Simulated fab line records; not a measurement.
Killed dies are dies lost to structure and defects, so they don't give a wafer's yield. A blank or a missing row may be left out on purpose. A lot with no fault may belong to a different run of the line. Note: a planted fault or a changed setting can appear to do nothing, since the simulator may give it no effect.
Matching of chambers / flow n5 finfet / N5_HKMG_FIN_ALD_75 on ald hk-01: 4 sister chambers
The step deposits Al2O3, target thk 1 nm, co reactant pulse time 1 s. 8 wafers are shown with their chamber, then 10 later ones without.

== WAFERS WITH THEIR CHAMBER ==
wafer=L082.3; chamber=0; heater power w (W)=179; precursor pulse height rel=1.003
wafer=L085.5; chamber=2; heater power w (W)=189; precursor pulse height rel=0.971
wafer=L091.1; chamber=2; heater power w (W)=190; precursor pulse height rel=0.979
wafer=L093.2; chamber=3; heater power w (W)=139; precursor pulse height rel=1.028
wafer=L093.4; chamber=1; heater power w (W)=151; precursor pulse height rel=0.987
wafer=L093.5; chamber=3; heater power w (W)=137; precursor pulse height rel=0.988
wafer=L094.1; chamber=0; heater power w (W)=178; precursor pulse height rel=0.979
wafer=L094.2; chamber=1; heater power w (W)=149; precursor pulse height rel=1.024

== WAFERS MISSING THEIR CHAMBER ==
wafer=L094.4; heater power w (W)=185; precursor pulse height rel=1.004
wafer=L095.1; heater power w (W)=157; precursor pulse height rel=1.006
wafer=L095.4; heater power w (W)=188; precursor pulse height rel=1.013
wafer=L095.5; heater power w (W)=154; precursor pulse height rel=1.017
wafer=L096.1; heater power w (W)=132; precursor pulse height rel=1.039
wafer=L096.2; heater power w (W)=179; precursor pulse height rel=1.006
wafer=L096.3; heater power w (W)=152; precursor pulse height rel=1.005
wafer=L097.1; heater power w (W)=152; precursor pulse height rel=0.998
wafer=L097.2; heater power w (W)=137; precursor pulse height rel=1.027
wafer=L097.6; heater power w (W)=138; precursor pulse height rel=1.005

== CHAMBER TAKEN BY EACH ==
wafer=L094.4; from the rows above=can't be placed: 2 or 0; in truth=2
wafer=L095.1; from the rows above=1; in truth=1
wafer=L095.4; from the rows above=2; in truth=2
wafer=L095.5; from the rows above=1; in truth=1
wafer=L096.1; from the rows above=3; in truth=3
wafer=L096.2; from the rows above=0; in truth=0
wafer=L096.3; from the rows above=1; in truth=1
wafer=L097.1; from the rows above=1; in truth=1
wafer=L097.2; from the rows above=3; in truth=3
wafer=L097.6; from the rows above=3; in truth=3
9 of 10 placed correctly. Cannot be placed on the basis of these rows: 1; the candidates contain the true chamber in 1. Number placed wrongly: 0.
How it was worked out, from the rows above alone: a wafer's distance from a chamber is the root of the sum, over the readings, of the square of ((its reading less the chamber's mean) divided by the reading's scatter). The wafer belongs to the nearest chamber; if the next one is less than 2 further off, it can't be placed. The mean given for a chamber averages the wafers shown for that chamber. The scatter: the root of (the sum of the squares of (reading less its chamber's mean) over the shown wafers, divided by (wafers less chambers)).
